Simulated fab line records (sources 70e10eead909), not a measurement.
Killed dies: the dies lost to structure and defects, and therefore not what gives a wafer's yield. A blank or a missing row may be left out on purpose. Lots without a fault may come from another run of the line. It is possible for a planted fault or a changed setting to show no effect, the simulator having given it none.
Code-filled problem report in 8D (eight disciplines) form    flow nand-harc    the parts of the form that need people (team, actions taken, sign-off) are left out

1. WHAT WENT WRONG
killed-at-periphery at NHARC_END_SORT_01 reads a mean of 64 on 1 wafer of 1 lot; wafers without a fault read 4 with a standard deviation of 3.2. Relative to the usual mean, that is a shift of +19 standard deviations.
Earliest sighting: wafer L951.2 on prober-02 at day 27 15:07. The record holds 5 wafers of 3 lots with a number at this step. Rule for "out" (also "out of limits"): further than 4 standard deviations from the usual mean. The other wafers with a number count as sound.

2. WHAT IT IS AND WHAT IT IS NOT
question                     is                                   is not
which readings at this step  killed-at-periphery, sort_bin_3_pct  killed-at-array, killed-at-other, killed-open, killed-short
which lots                   L951                                 L964, L965
which wafers of those lots   all that have a number               -
read on which gauges         prober-02                            -
when                         from day 27 15:07                    up to then (0 sound wafers); but 4 sound wafers of L964, L965 came after

3. THE SUSPECTS, EACH WITH WHAT RULES IT OUT
Counting: a tool at any process step up to the reading remains a suspect when it ran all the lots that are out and ran no sound lot after the first of those.
- the gauge at NHARC_END_SORT_01: kept. All the wafers that are out were read on prober-02, and no step on other tools shows them out.
- rie-diel-13 at NHARC_P_M0_ETCH_34 (etches the open film in N2/H2, target depth 40 nm, overetch 12 nm, time 43.94 s): kept. It ran the lot that is out, L951 (day 9 04:59), and no sound lot after that.
- rie-diel-13 at NHARC_P_M0_ETCH_15 (etches the open film in C4F8/Ar, target depth 150 nm, overetch 15 nm, time 82.5 s): kept. It ran the lot that is out, L951 (day 9 05:11), and no sound lot after that. Because NHARC_P_M0_ETCH_15 lacks a start for some lots, the hours and order of its lots are taken from NHARC_P_M0_CD_MEAS_16.
- rie-diel-10 at NHARC_P_M0_STRIP_18 (strips in N2/H2): ruled out as a lasting fault. After its first lot that is out, L951 (day 9 05:16), sound lots L964 ran on it.
- wet-bench-07 at NHARC_P_M0_STRIP_19 (strips in post etch residue remover, time 600 s): ruled out as a lasting fault. After its first lot that is out, L951 (day 9 05:38), sound lots L964 ran on it.
- pvd-sputter-01 at NHARC_P_M0_PRE_CLEAN_29 (time 30 s): ruled out as a lasting fault. After its first lot that is out, L951 (day 9 06:58), sound lots L965 ran on it. Because NHARC_P_M0_PRE_CLEAN_29 lacks a start for some lots, the hours and order of its lots are taken from NHARC_P_M0_CMP_23.
- cmp-02 at NHARC_P_M0_CMP_23 (polishes, t overpolish 20 s, target thk 117.54 nm): kept. It ran the lot that is out, L951 (day 9 06:58), and no sound lot after that.
Left after counting: rie-diel-13 at NHARC_P_M0_ETCH_34, rie-diel-13 at NHARC_P_M0_ETCH_15, cmp-02 at NHARC_P_M0_CMP_23, prober-02 at NHARC_END_SORT_01.

4. THE CAUSE (what the simulator had put in)
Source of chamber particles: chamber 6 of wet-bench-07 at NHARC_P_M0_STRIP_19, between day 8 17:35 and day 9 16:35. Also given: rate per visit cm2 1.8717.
Counting ruled it out, wrongly: the rule takes a fault to strike every lot that its tool runs from its start on, and this one did not.

5. THE EFFECT CHAIN, in route order
Each row: a reading where the mean over the struck wafers with a number is more than 3 standard deviations away from the usual. Only readings for which the record gives a usual standard deviation are gone through. hours: the time from each lot's start at the first step in this table that gives one to its start at this step, as a median over the lots. sigmas: the change in usual standard deviations.
hours  step               reading               usual   on struck wafers  change  sigmas
0      NHARC_END_SORT_01  defect-limited-yield  91.6 %  82.9              -8.7    -3.3
0      NHARC_END_SORT_01  killed-at-periphery   4       64                +60     +19
0      NHARC_END_SORT_01  killed-dies           57      116               +59     +3.3
0      NHARC_END_SORT_01  sort_bin_3_pct        0.7 %   4.0               +3.3    +7.7
0      NHARC_END_SORT_01  sort-n-pass           620     561               -59     -3.3
0      NHARC_END_SORT_01  sort-yield-pct        91.6 %  82.9              -8.7    -3.3

6. HOW IT WOULD HAVE BEEN CAUGHT EARLIER
In this record the first reading out of limits at a measuring or inspecting step was taken at day 27 15:07, 454 hours after the fault began at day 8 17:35.
